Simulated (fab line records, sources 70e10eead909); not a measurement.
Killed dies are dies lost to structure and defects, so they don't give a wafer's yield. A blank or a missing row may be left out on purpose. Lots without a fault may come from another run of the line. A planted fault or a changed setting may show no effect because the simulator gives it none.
fab line records | flow nand_harc
record lots=6 wafers=18 last_day=32
route steps=1302 shown A_WL_FILL@960
lots that met no fault: from a run of the same line without faults
start_h: hours from the record's first day to the start of the lot's first wafer shown | wait_h: hours since the lot's step before | " the same as in the row above | L1.1+2: a row that stands for several wafers | - no value, or no start given | * or withheld: withheld | < > ~ a bound
route shown NAME@n: a module of which the file shows steps, and the number in the route of the first | usual: mean/standard deviation of fault-free wafers | same: alike in all rows | chamber/n: place in a boat | sites: the reading at each site | _std_site: their standard deviation | _edge_site: outer sites' mean less inner sites' | radius_mm: how far each site lies from the wafer's centre | mask NAME#n: copy n | behind: the tool/chamber that last shaped the wafer | hold: why the lot was held/for how many hours/how that ended | device: the transistor (n, p or np) that didn't switch | end of line: the same wafers' tests at the end of the route | a step without rows: its recipe alone | killed: dies lost to structure and defects at the first sort, not the wafer's yield | map: a wafer's dies, x killed, . not, _ none there
set.NAME: the setting as run; set.NAME@STEP: as run at that earlier step | model.NAME: the simulator's own value behind a step, which no gauge read
lots at some steps of the route; a table a step, a row a wafer
services: from which hour (start_h, from the record's first day; less than 0 if before it) a tool's chamber was out of use, for how many hours, and why
## steps
# step NHARC_A_WL_FILL_STRIP_28
# recipe time_s=1200 temp_c=72.5 chemistry=post_etch_residue_remover
# step NHARC_A_WL_FILL_PRECLEAN_06
# recipe time_s=300 chemistry=DIW
# step NHARC_A_WL_FILL_SRD_07
# step NHARC_A_WL_FILL_ANNEAL_08
# recipe temp_c=450 time_s=1800
# step NHARC_A_WL_FILL_ALD_10
# recipe target_thk_a=500 pulse_time_s=10 ald_cycles=500 temp_c=300 material=SiO2
# usual heater_power_w=469/41 precursor_pulse_height_rel=1.003/0.021
# columns lot.wafer tool chamber start_h wait_h heater_power_w precursor_pulse_height_rel
L777.3 ald_hk-01 0 450.55 0.6 438 0.987
L777.1 " 1 " " 508 1.004
L777.4 " 2 " " 494 0.980
L778.4 ald_hk-04 1 484.13 0.6 510 1.019
L778.2 " 3 485.14 1.6 416 0.985
L778.6 " 0 " " 376 1.000
L791.2 ald_hk-01 0 608.54 1.1 455 1.007
L791.3 " 1 " " 513 1.006
L791.6 " 3 610.08 2.6 504 1.025
L790.1 ald_hk-01 1 611.81 0.1 519 1.028
L790.4 " 2 " " 483 1.067
L790.2 " 0 613.38 1.6 459 0.964
L793.4 ald_hk-04 1 620.93 0.1 503 1.004
L793.1 " 3 621.95 1.1 415 0.990
L793.5 " 1 622.97 2.1 487 0.996
L798.1 ald_hk-01 3 669.65 0.6 490 0.991
L798.4 " 0 " " 445 1.010
L798.5 " 2 671.18 2.1 485 1.009
# step NHARC_A_WL_FILL_ETCHBACK_16
# recipe target_depth_a=1200 time_s=24 c4f8_flow_sccm=withheld o2_flow_sccm=8 ar_flow_sccm=withheld rf_w=600 bias_w=800 chemistry=C4F8/O2/Ar
# usual oes_product_au=0.98/0.034 rf_fwd_power_W=590/3.6 rf_vpp_V=724/4.8
# columns lot.wafer tool chamber start_h wait_h oes_product_au rf_fwd_power_W rf_hours_counter_h rf_vpp_V
L777.4 rie_diel-08 3 - - 0.92 589 4.2 723
L777.3 " 0 " " 0.94 590 3.9 718
L777.1 " 1 " " 0.94 587 3.7 728
L778.2 rie_diel-10 3 - - 1.00 593 2.2 718
L778.6 " 3 " " 1.00 595 - 719
L778.4 " 1 " " 1.01 588 - 731
L791.2 rie_diel-12 2 - - 0.92 584 3.6 717
L791.3 " 3 " " 0.93 585 2.8 725
L791.6 " 2 " " 0.92 585 - 716
L790.1 rie_diel-10 0 - - 0.99 593 0.6 729
L790.2 " 1 " " 1.00 587 0.6 729
L790.4 " 2 " " 1.01 596 0.1 725
L793.1 rie_diel-08 0 - - 1.01 585 4.2 719
L793.4 " 1 " " 0.99 587 4.1 730
L793.5 " 2 " " 1.02 590 - 729
L798.1 rie_diel-10 0 - - 0.99 590 2.7 728
L798.4 " 1 " " 1.01 587 2.0 729
L798.5 " 0 " " 0.99 589 - 729
# step NHARC_A_WL_FILL_STRIP_29
# recipe time_s=20 o2_flow_sccm=500 ar_flow_sccm=0 bias_w=0 chemistry=O2
# usual drypump_motor_current_A=5.51/0.26 o2_flow_sccm=500.1/1.5 oes_product_au=1.003/0.012 rf_vpp_V=57.9/0.87 showerhead_plenum_p_Torr=3.54/0.16 throttle_valve_pct=17.038/0.0093
# columns lot.wafer tool chamber start_h wait_h drypump_motor_current_A o2_flow_sccm oes_product_au rf_hours_counter_h rf_vpp_V showerhead_plenum_p_Torr throttle_valve_pct
L777.1 rie_diel-08 2 454.74 0.1 5.45 498.3 1.005 4.0 58.0 3.76 17.039
L777.4 " 0 " " 5.53 498.1 1.010 3.9 58.4 3.40 17.049
L777.3 " 1 " " 5.82 504.0 1.018 3.7 58.5 3.77 17.047
L778.2 rie_diel-10 1 488.34 0.1 5.53 503.1 1.006 1.4 56.3 3.74 17.030
L778.6 " 2 " " 5.00 499.8 0.989 - 60.0 3.56 17.033
L778.4 " 1 " " 5.53 500.1 1.016 - 57.8 3.74 17.034
L791.3 rie_diel-12 2 612.26 0.1 5.72 498.8 0.997 3.6 57.4 3.32 17.043
L791.2 " 3 " " 5.71 499.8 1.000 2.9 58.8 3.60 17.030
L791.6 " 2 " " 5.71 498.5 1.001 - 56.2 3.32 17.033
L790.1 rie_diel-10 3 616.60 0.1 5.58 501.2 1.011 0.6 56.1 3.36 17.040
L790.4 " 1 " " 5.53 498.5 1.006 0.6 57.4 3.74 17.042
L790.2 " 2 " " 5.03 499.4 1.006 0.1 57.0 3.56 17.045
L793.1 rie_diel-08 1 625.64 0.1 5.85 501.3 0.997 4.1 59.4 3.76 17.039
L793.4 " 2 " " 5.47 501.3 1.014 4.6 58.6 3.76 17.023
L793.5 " 0 " " 5.50 500.6 1.009 - 57.5 3.39 17.062
L798.4 rie_diel-10 2 673.84 0.1 5.04 497.8 1.000 2.2 57.2 3.56 17.045
L798.1 " 1 " " 5.51 500.1 1.021 2.0 59.3 3.74 17.021
L798.5 " 2 " " 5.05 501.8 1.004 - 58.5 3.56 17.036
# step NHARC_A_WL_FILL_ETCHBACK_17
# recipe target_depth_a=40 time_s=26.7 chemistry=Cl2/BCl3
# usual drypump_motor_current_A=5.5/0.46 oes_product_au=1.000/0.0088
# columns lot.wafer tool chamber start_h wait_h drypump_motor_current_A oes_product_au rf_hours_counter_h
L777.1 rie_metal-01 0 454.82 - 5.1 0.993 0.8
L777.3 " 0 " " 5.1 0.987 -
L777.4 " 1 " " 4.7 0.995 -
L778.2 rie_metal-03 1 488.44 - 5.8 1.006 3.1
L778.4 " 0 " " 5.3 0.983 -
L778.6 " 0 " " 5.3 0.989 -
L791.2 rie_metal-01 0 612.36 - 5.1 0.998 0.4
L791.3 " 0 " " 5.1 1.009 -
L791.6 " 1 " " 4.7 0.988 -
L790.1 rie_metal-03 1 616.69 - 5.9 1.009 1.4
L790.2 " 0 " " 5.3 1.009 1.4
L790.4 " 0 " " 5.3 1.007 -
L793.1 rie_metal-02 0 625.74 - 6.2 1.016 3.2
L793.4 " 0 " " 6.3 1.001 -
L793.5 " 0 " " 6.3 0.998 -
L798.1 rie_metal-03 0 673.93 - 5.3 0.997 2.2
L798.4 " 0 " " 5.3 0.995 -
L798.5 " 0 " " 5.3 0.999 -
# step NHARC_A_WL_FILL_PRECLEAN_18
# recipe time_s=30 chemistry=dHF
# step NHARC_A_WL_FILL_SRD_21
# step NHARC_A_WL_FILL_CVD_23
# recipe target_thk_a=400 temp_c=620 pressure_mtorr=200 time_s=800 material=poly-Si
# step NHARC_A_WL_FILL_ETCHBACK_26
# recipe target_depth_a=520 time_s=13.3 hbr_flow_sccm=150 rf_w=350 icp_w=350 bias_w=60 chemistry=HBr
# usual drypump_motor_current_A=5.7/0.33 oes_product_au=1.005/0.011 rf_fwd_power_W=343.1/1.9 throttle_valve_pct=23.266/0.0095
# columns lot.wafer tool chamber start_h wait_h drypump_motor_current_A oes_product_au rf_fwd_power_W rf_hours_counter_h throttle_valve_pct
L777.4 rie_si-04 3 459.96 0.4 5.5 0.997 341.7 0.67 23.269
L777.1 " 0 " " 5.9 0.995 342.8 0.76 23.248
L777.3 " 1 " " 5.7 1.016 343.6 0.81 23.261
L778.4 rie_si-02 2 494.07 0.4 5.8 1.032 344.9 0.12 23.269
L778.2 " 0 " " 6.2 1.010 342.4 0.25 23.239
L778.6 " 2 " " 5.8 1.025 346.0 - 23.263
L791.3 rie_si-04 2 617.53 0.4 5.2 1.230 339.7 0.73 23.267
L791.2 " 3 " " 5.5 1.210 341.1 0.77 23.262
L791.6 " 1 " " 5.7 1.216 345.2 - 23.261
L790.1 rie_si-04 0 621.94 0.4 5.9 1.211 341.5 0.45 23.265
L790.4 " 2 " " 5.2 1.229 342.7 0.74 23.252
L790.2 " 3 " " 5.5 1.199 340.1 0.79 23.254
L793.1 rie_si-01 0 630.87 0.4 5.9 1.009 345.7 0.49 23.262
L793.4 " 1 " " 5.9 0.994 342.0 0.49 23.257
L793.5 " 2 " " 5.5 0.986 344.9 - 23.268
L798.1 rie_si-01 0 679.18 0.4 5.9 1.004 345.1 0.76 23.281
L798.4 " 2 " " 5.5 0.994 345.5 0.84 23.261
L798.5 " 0 " " 6.0 1.009 343.5 - 23.276
# step NHARC_A_WL_FILL_PRECLEAN_30
# recipe time_s=10 chemistry=dHF
## services
# columns tool chamber start_h hours kind
rie_metal-03 - 452.38 4.6 repair
rie_diel-08 1 457.69 7.4 repair
rie_diel-10 1 463.36 7.0 repair
rie_si-04 - 465.62 0.4 repair
ald_hk-01 - 474.18 10.0 pm
rie_diel-10 0 481.66 16.7 repair
rie_diel-10 0 513.53 2.7 repair
rie_metal-03 - 519.00 9.0 pm
rie_si-04 - 519.00 9.0 pm
rie_diel-08 - 527.47 18.9 repair
rie_diel-10 3 531.71 2.8 repair
rie_diel-08 - 546.40 9.0 pm
rie_diel-10 1 565.34 10.9 repair
rie_si-04 - 571.59 0.2 repair
rie_si-04 0 584.61 9.7 repair
rie_diel-10 - 596.51 9.0 pm
rie_diel-08 - 609.14 0.7 repair
rie_diel-10 2 609.23 2.6 repair
rie_diel-08 2 630.06 32.7 repair
ald_hk-01 - 652.18 10.0 pm
rie_diel-10 1 657.06 2.6 repair
ald_hk-01 - 668.27 0.8 repair
rie_diel-08 1 670.00 5.7 repair
rie_si-04 - 678.54 0.2 repair
## key
first_sign step=NHARC_A_WL_FILL_ETCHBACK_26 reading=oes_product_au direction=up sigmas=20 usual=1.005 struck=1.216
effect none on later readings
met_at NHARC_A_WL_FILL_ETCHBACK_26
struck_wafers L790.1,L790.2,L790.4,L791.2,L791.3,L791.6
tester_left_out L790,L791
onset_between 459.96 617.53
fault kind=process_parameter_drift tool=rie_si-04 chamber=- onset_h=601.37 steps=NHARC_A_WL_FILL_ETCHBACK_26 channel=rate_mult offset=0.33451 shape=step end_h=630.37
# tester_left_out: of these lots the tester's yield and bins aren't shown, on N5 and GAA mostly nor the transistor test; their killed dies are dies lost to structure and defects alone, not to doping, threshold or leakage, so they don't give the yield
